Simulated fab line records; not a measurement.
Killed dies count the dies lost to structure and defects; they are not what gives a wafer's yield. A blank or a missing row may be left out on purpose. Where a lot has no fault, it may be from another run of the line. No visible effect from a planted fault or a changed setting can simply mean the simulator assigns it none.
Which tool did it? ; flow nand_harc ; 45 wafers from 15 lots sampled at 2 of the route's 1302 steps

== WHAT EACH GAUGE READ, for each wafer ==
NHARC_P_M0_THK_MEAS_24: measures by xrf.
lot;measured;on;thk_nm (nm)
L672;day 6 04:02;film_metro-01;118.5 119.3 118.4
L673;day 6 16:37;film_metro-02;117.9 118.1 117.8
L674;day 7 01:04;film_metro-02;119.2 115.6 117.0
L676;day 7 13:21;film_metro-01;118.0 116.5 116.9
L678;day 8 19:04;film_metro-02;116.1 117.9 116.0
L679;day 9 01:13;film_metro-02;115.9 117.9 115.1
L680;day 9 14:14;film_metro-01;117.0 116.5 116.8
L681;day 10 02:19;film_metro-02;119.2 116.9 117.0
L682;day 10 10:34;film_metro-02;117.6 114.9 120.1
L683;day 10 15:32;film_metro-02;117.3 119.3 117.6
L684;day 11 05:46;film_metro-02;119.9 116.9 116.8
L685;day 11 09:29;film_metro-02;116.1 116.4 117.4
L693;day 14 20:17;film_metro-01;118.7 119.2 116.0
L694;day 15 07:14;film_metro-02;118.1 118.0 116.2
L695;day 15 19:23;film_metro-01;117.6 118.3 117.3

NHARC_P_M1_INSPECT_11.
lot;measured;on;raw_defect_count
L672;day 6 05:42;defect_inspect-02;0 3 4
L673;day 6 18:17;defect_inspect-01;2 3 1
L674;day 7 02:35;defect_inspect-01;4 4 2
L676;day 7 14:58;defect_inspect-01;2 9 6
L678;day 8 20:44;defect_inspect-02;3 4 5
L679;day 9 02:53;defect_inspect-02;8 4 4
L680;day 9 15:46;defect_inspect-02;6 8 3
L681;day 10 04:02;defect_inspect-01;5 5 5
L682;day 10 12:18;defect_inspect-02;4 5 5
L683;day 10 17:05;defect_inspect-02;1 10 7
L684;day 11 07:26;defect_inspect-02;2 3 6
L685;day 11 11:08;defect_inspect-02;5 6 9
L693;day 14 21:50;defect_inspect-01;8 3 4
L694;day 15 08:56;defect_inspect-02;4 2 6
L695;day 15 21:03;defect_inspect-01;2 3 7

== EACH LOT AND THE TOOL THAT RAN IT (in order: tool; ch and the chambers of the sampled wafers; start) ==
No process step before these readings appears in the record.

== WHAT THE TOOLS THEMSELVES READ (means of the sampled wafers that have a number; where no wafer has one, the mark that the record gives instead) ==
The record holds no such reading with a usual standard deviation.

== THE ANSWER, worked out from the rows above alone ==
Rule: what is usual is taken from the lots themselves. The widest of any qualifying gaps counts: lots, ordered by their means at a reading, are off when they make up no more than a third of the lots, leave a main group of 4 or more, and stand apart from it by 3 or more times the standard deviation of that group's means. A main group whose means are all the same, to the digits that the tables above print for the reading, isn't used. A lot without any number at a reading at which 4 lots or more have one is off too. Any other lot the step has rows for is counted as sound. After the gauges, taken in route order, come the tools' own readings; for these a lot's mean is taken, as printed above. The first step at which some lot is off is used, and at that step the reading that is off furthest; a lot without a number counts as furthest.
No lot is off at any reading shown: from this, nothing can be told.

== WHAT THE SIMULATOR HAD PUT IN ==
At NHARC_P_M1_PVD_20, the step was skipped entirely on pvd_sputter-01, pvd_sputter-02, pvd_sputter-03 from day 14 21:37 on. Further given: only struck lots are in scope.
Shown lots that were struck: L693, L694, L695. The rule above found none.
